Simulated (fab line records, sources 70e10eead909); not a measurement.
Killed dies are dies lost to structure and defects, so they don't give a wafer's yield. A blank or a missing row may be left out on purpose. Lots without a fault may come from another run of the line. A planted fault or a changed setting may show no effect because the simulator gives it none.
One fault seen from 2 desks | flow nand_harc | each desk has only its own numbers; what lay behind them comes last

THE METROLOGY DESK
What the gauges read, lot by lot, whatever tool the lot ran on: means of the sampled wafers that have a number. A lot is out of limits, marked OUT, if its mean lies more than 4 standard deviations from the usual mean; the brackets give that distance.
Columns: A = thk_nm at NHARC_A_ONON_D1_THK_MEAS_05, usual 1001 nm
lot  | first seen here | A
L175 | day 7 20:16     | 994
L177 | day 8 10:54     | 993
L181 | day 10 07:35    | 1014
L184 | day 11 13:22    | 1096 (+9.6) OUT
L185 | day 11 22:35    | 1092 (+9.2) OUT
L188 | day 13 03:51    | 1001
L190 | day 13 20:34    | 1025
L192 | day 14 17:11    | 994
L191 | day 14 17:13    | 983
L193 | day 15 04:59    | 1012
L194 | day 15 15:59    | 1006
L195 | day 16 10:01    | 1002
L197 | day 16 22:10    | 1003
L196 | day 16 22:11    | 1004
This desk's finding: out of limits on L184, L185; first on L184, day 11 13:22 (thk_nm at NHARC_A_ONON_D1_THK_MEAS_05). In limits: L175, L177, L181, L188, L190, L192, L191, L193, L194, L195, L197, L196.

THE DEFECT DESK
What the inspections along the route counted, lot by lot: means of the sampled wafers that have a number. A lot is out of limits, marked OUT, if its mean lies more than 4 standard deviations from the usual mean; the brackets give that distance.
Columns: A = raw_defect_count at NHARC_A_ZERO_WELL_INSPECT_17, usual 10
lot  | first seen here | A
L175 | day 6 22:44     | 13
L177 | day 7 12:11     | 3
L181 | day 9 08:26     | 4
L184 | day 10 13:08    | 8
L185 | day 11 02:02    | 4
L188 | day 12 05:13    | 10
L190 | day 12 22:32    | 11
L191 | day 13 18:41    | 12
L192 | day 13 21:22    | 11
L193 | day 14 07:03    | 13
L194 | day 14 19:01    | 17
L195 | day 15 12:32    | 14
L196 | day 16 00:41    | 10
L197 | day 16 02:59    | 7
This desk's finding: nothing out of limits on any of the 14 lots.

PUT TOGETHER
The metrology desk could have raised an alarm at day 11 13:22, on L184, L185.
The defect desk saw nothing out of limits.
The defect desk has L184, L185 on record, within its limits.
Of the lots named, all ran NHARC_A_ONON_D1_DEP_03 on pecvd_onon-04.

WHAT THE SIMULATOR HAD PUT IN
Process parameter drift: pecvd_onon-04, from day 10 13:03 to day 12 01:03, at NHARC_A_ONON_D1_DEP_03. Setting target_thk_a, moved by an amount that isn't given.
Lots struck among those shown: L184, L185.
Hours from the fault's start to each desk's first reading out of limits: the metrology desk, 24.
